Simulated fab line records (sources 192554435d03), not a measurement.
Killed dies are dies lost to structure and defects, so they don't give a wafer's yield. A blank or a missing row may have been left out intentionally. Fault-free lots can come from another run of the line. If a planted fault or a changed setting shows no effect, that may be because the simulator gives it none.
The same fault as seen by 2 desks | flow n5-finfet | every desk sees just its own numbers, and what lay behind them comes last

== AT THE METROLOGY DESK ==
Means of the sampled wafers that have a number, per lot and without regard to the tool the lot ran on: this is what the gauges read. A lot is out of limits, marked OUT, if its mean lies more than 4 standard deviations from the usual mean; the brackets give that distance. Of its 11 readings 7 are shown: the one that was out of limits first, and those that lie furthest out on some lot.
Columns: A = M2_ILD_THK at N5_BEOL_M2_THK_MEAS_01, usual 78.9 nm; B = DIBL_P at N5_BEOL_M4_RC_MEAS_101, usual 35.8 mV/V; C = IOFF_P at N5_BEOL_M4_RC_MEAS_101, usual 0.21 nA/um; D = ION_N at N5_BEOL_M4_RC_MEAS_101, usual 677 uA/um; E = ION_P at N5_BEOL_M4_RC_MEAS_101, usual 465 uA/um; F = SS_N at N5_BEOL_M4_RC_MEAS_101, usual 71.3 mV/dec; G = VT_P at N5_BEOL_M4_RC_MEAS_101, usual -250 mV
lot  | first seen here | A              | B    | C    | D   | E   | F    | G
L792 | day 7 07:43     | 77.6           | 36.0 | 0.22 | 662 | 458 | 71.1 | -251
L793 | day 7 07:55     | 78.4           | 35.5 | 0.22 | 684 | 464 | 71.3 | -249
L795 | day 7 19:04     | 78.8           | 35.0 | 0.23 | 680 | 467 | 71.2 | -247
L798 | day 8 13:46     | 78.0           | 35.3 | 0.22 | 671 | 465 | 70.8 | -249
L802 | day 9 09:11     | 78.6           | 36.3 | 0.21 | 684 | 472 | 71.5 | -249
L804 | day 9 17:15     | 88.8 (+10) OUT | 35.8 | 0.16 | 672 | 454 | 71.6 | -256
L803 | day 9 19:01     | 80.2           | 38.8 | 0.26 | 701 | 479 | 71.5 | -249
L805 | day 9 23:21     | 92.9 (+14) OUT | 33.2 | 0.17 | 678 | 465 | 70.3 | -253
L813 | day 12 02:44    | 79.5           | 38.1 | 0.24 | 692 | 473 | 71.4 | -248
L814 | day 12 09:07    | 78.3           | 37.9 | 0.24 | 691 | 473 | 72.0 | -249
This desk finds L804, L805 out of limits, with the earliest case on L804 at day 9 17:15 (M2_ILD_THK at N5_BEOL_M2_THK_MEAS_01). L792, L793, L795, L798, L802, L803, L813, L814: within limits.

== FOR THE TOOL OWNER'S DESK: pecvd-04 ==
The tool's own readings at N5_BEOL_M2_ILD_DEP_00 (deposits SiOC from DEMS/O2, target thk 79 nm, time 15.3 s): means of the sampled wafers that have a number, for each lot that ran on this tool. A lot is out of limits, marked OUT, if its mean lies more than 4 standard deviations from the usual mean; the brackets give that distance.
Columns: A = heater-power-w at N5_BEOL_M2_ILD_DEP_00, usual 470 W; B = showerhead-plenum-p-Torr at N5_BEOL_M2_ILD_DEP_00, usual 5.690 Torr; C = throttle-valve-pct at N5_BEOL_M2_ILD_DEP_00, usual 12.0 %
lot  | first seen here | A   | B     | C
L792 | day 7 07:39     | 477 | 5.675 | 11.5
L793 | day 7 07:51     | 457 | 5.678 | 11.8
L802 | day 9 09:07     | 431 | 5.687 | 11.9
L804 | day 9 17:11     | 453 | 5.687 | 11.7
L805 | day 9 23:17     | 464 | 5.688 | 12.2
Finding of this desk: none of the 5 lots has anything out of limits.

== PUT TOGETHER ==
On L804, L805, the metrology desk was in a position to raise an alarm at day 9 17:15.
The desk of the tool owner found nothing out of limits.
Tool owner's desk: L804, L805 on record, inside its limits.
N5_BEOL_M2_ILD_DEP_00 was run on pecvd-04 by each of the lots named.

== WHAT THE SIMULATOR HAD INSERTED ==
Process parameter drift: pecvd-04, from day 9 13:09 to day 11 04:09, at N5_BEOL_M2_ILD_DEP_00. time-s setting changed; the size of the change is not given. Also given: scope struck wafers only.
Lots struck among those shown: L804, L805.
Per desk, hours elapsed from the start of the fault to the first reading out of limits: for the metrology desk, 4.
